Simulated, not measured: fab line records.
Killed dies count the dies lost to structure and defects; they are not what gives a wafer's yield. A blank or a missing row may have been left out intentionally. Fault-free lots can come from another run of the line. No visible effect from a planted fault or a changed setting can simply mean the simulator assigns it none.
A lot that was struck, set against a sound lot	flow n5Finfet	39 out of 1938 route steps
Sound: wafers L659.1, L659.4, L659.5. The struck wafers were L648.1, L648.2, L648.3. The cause is named last.
Each step with rows lists, per side, the tool, then ch with its chambers, then its first start. Under that, the readings that differ: sound wafers	struck wafers	difference of the means	sigmas: that difference in standard deviations of wafers without a fault.
alike: readings whose means differ by less than 2 such deviations, and words and numbers that are the same on both sides. not compared: withheld readings, readings that some wafer has no value for, bounds like >300 that may hide the same value, and numbers for which the record gives no deviation and whose values overlap.
The two part at a step that has a row with sigmas, a row that says differs or no value, or rows on one side only. Non-overlapping numbers with no deviation appear without sigmas and do not part them. A reading missing from all wafers of one side parts the sides only when that side holds two or more wafers.

first, 11 steps without rows for these wafers: N5_MOL_CONTACT_COAG_STRIP_96 (strips in N2/H2); N5_MOL_CONTACT_COAG_ETCH_47 (etches SiNx in CH3F/O2, stops on W, target depth 27 nm); N5_MOL_CONTACT_COAG_STRIP_119 (strips in N2/H2, time 30 s); N5_MOL_CONTACT_COAG_PRECLEAN_144 (cleans in alkaline clean, time 60 s); N5_MOL_CONTACT_COAG_SRD_145 (time 30 s); N5_MOL_CONTACT_COAG_COAT_62 (time 60 s, resist thk 60 nm); N5_MOL_CONTACT_COAG_COAT_63 (time 60 s, resist thk 10 nm); N5_MOL_CONTACT_COAG_COAT_64 (time 60 s, resist thk 10 nm); N5_MOL_CONTACT_COAG_COAT_34 (resist thk 40 nm); N5_MOL_CONTACT_COAG_EBR_36; N5_MOL_CONTACT_COAG_SOFTBAKE_35 (time 60 s).
N5_MOL_CONTACT_COAG_EXPOSE_37: exposes mask VD, defocus 0 nm.
  sound on euvScanner-01 ch 0, day 10 15:34; struck on euvScanner-02 ch 0, day 8 02:02
reading	sound	struck	difference	sigmas
model.MOL_CONTACT_COAG.overlayXNm (nm)	0 0 0	5.2 5.2 5.2	+5.2	
  alike: mask, focusOffsetNm, reticleTempC
then, 2 steps without rows for these wafers: N5_MOL_CONTACT_COAG_PEB_38 (peb time 60 s); N5_MOL_CONTACT_COAG_DEVELOP_39 (develop time 30 s).
N5_MOL_CONTACT_COAG_OVL_MEAS_41:
  sound on overlay-01 ch 0, day 10 15:44; struck on overlay-02 ch 0, day 8 02:13
reading	sound	struck	difference	sigmas
VD_OVL (nm)	0.4 0.1 -0.2	5.9 5.3 5.2	+5.4	+9
then, 22 steps without rows for these wafers: N5_MOL_CONTACT_COAG_DESCUM_45 (chemistry O2, time 7 s); N5_MOL_CONTACT_COAG_ETCH_65 (etches underlayer in N2/H2, target depth 13 nm, time 10.4 s); N5_MOL_CONTACT_COAG_ETCH_66 (etches SiARC in CF4, target depth 13 nm, time 21.7 s); N5_MOL_CONTACT_COAG_ALD_133 (deposits SiO2, target thk 5 nm, pulse time 1 s, co reactant pulse time 1 s); N5_MOL_CONTACT_COAG_ETCHBACK_134 (etches SiO2 in CHF3, target depth 10 nm, time 6.7 s); N5_MOL_CONTACT_COAG_ETCH_67 (etches SOC in N2/H2, target depth 60 nm, overetch 21 nm, time 101.2 s); N5_MOL_CONTACT_COAG_STRIP_68 (strips in N2/H2); N5_MOL_CONTACT_COAG_STRIP_69 (strips in N2/H2); N5_MOL_CONTACT_COAG_ETCHBACK_136 (etches SiO2 in CHF3, target depth 25 nm, time 16.7 s); N5_MOL_CONTACT_COAG_STRIP_120 (strips in CHF3); N5_MOL_CONTACT_COAG_VIA_ETCH_117 (etches SiO2 in C4F6/O2, target depth 40 nm, overetch 8 nm, time 26 s); N5_MOL_CONTACT_COAG_ETCH_124 (etches SiNx in CH3F/O2, stops on SiOC, target depth 6.5 nm); N5_MOL_CONTACT_COAG_ETCH_48 (etches SiOC in C4F6/O2, target depth 15 nm, overetch 4.5 nm, time 17 s); N5_MOL_CONTACT_COAG_STRIP_72 (strips in N2/H2); N5_MOL_CONTACT_COAG_STRIP_49 (strips in N2/H2, time 30 s); N5_MOL_CONTACT_COAG_PRECLEAN_138 (cleans in alkaline clean, time 60 s); N5_MOL_CONTACT_COAG_SRD_139 (time 30 s); N5_MOL_CONTACT_COAG_PRE_CLEAN_121; N5_MOL_CONTACT_COAG_CVD_140 (deposits W, target thk 66.5 nm, time 215 s); N5_MOL_CONTACT_COAG_PRECLEAN_127 (cleans in DIW, time 57.5 s); N5_MOL_CONTACT_COAG_SRD_128 (dry time 32 s); N5_MOL_CONTACT_COAG_CMP_52 (polishes, stops on SiO2, t overpolish 1.5 s, target thk 66.5 nm).
-- record jumps: 4 days separate the struck wafers' starts on either side; left off in module MOL_CONTACT_COAG, taken up again in module BEOL_M4, whose first shown step is the route's number 1111 --
N5_BEOL_M4_RC_MEAS_101:
  sound on prober-02 ch 0, day 14 07:40; struck on prober-01 ch 0, day 11 14:29
  alike: DIBL_N, DIBL_P, IOFF_N, IOFF_P, ION_N, ION_P, SS_N, SS_P, VT_N, VT_P
-- record jumps: 5 days separate the struck wafers' starts on either side; left off in module BEOL_M4, taken up again in module PASSIVATION, whose first shown step is the route's number 1936 --
N5_PASSIVATION_PROBE_49:
  sound on prober-01, day 19 14:09; struck on prober-02, day 16 16:45
reading	sound	struck	difference	sigmas
defectLimitedYield (%)	88.9 92.1 89.6	80.8 82.2 84.9	-7.6	-5
killedAtContacts	9 2 10	143 116 81	+106	+15
killedDies	131 93 123	226 210 178	+89	+5
sort_bin_5_function (%)	6.9 4.9 6.3	10.2 9.8 8.3	+3.4	+4
sortNPass	1049 1087 1057	954 970 1002	-89	-5
sortYieldPct (%)	88.9 92.1 89.6	80.8 82.2 84.9	-7.6	-5
  alike: killed_at_M0_to_M3, killed_at_M4_up, killedAtFrontEnd, killedAtOther, killedOpen, killedShort, sort_bin_6_memory

== WHERE THEY PART ==
Last at N5_PASSIVATION_PROBE_49 as far as this record goes, first at N5_MOL_CONTACT_COAG_OVL_MEAS_41.

WHY: whatever the simulator had introduced
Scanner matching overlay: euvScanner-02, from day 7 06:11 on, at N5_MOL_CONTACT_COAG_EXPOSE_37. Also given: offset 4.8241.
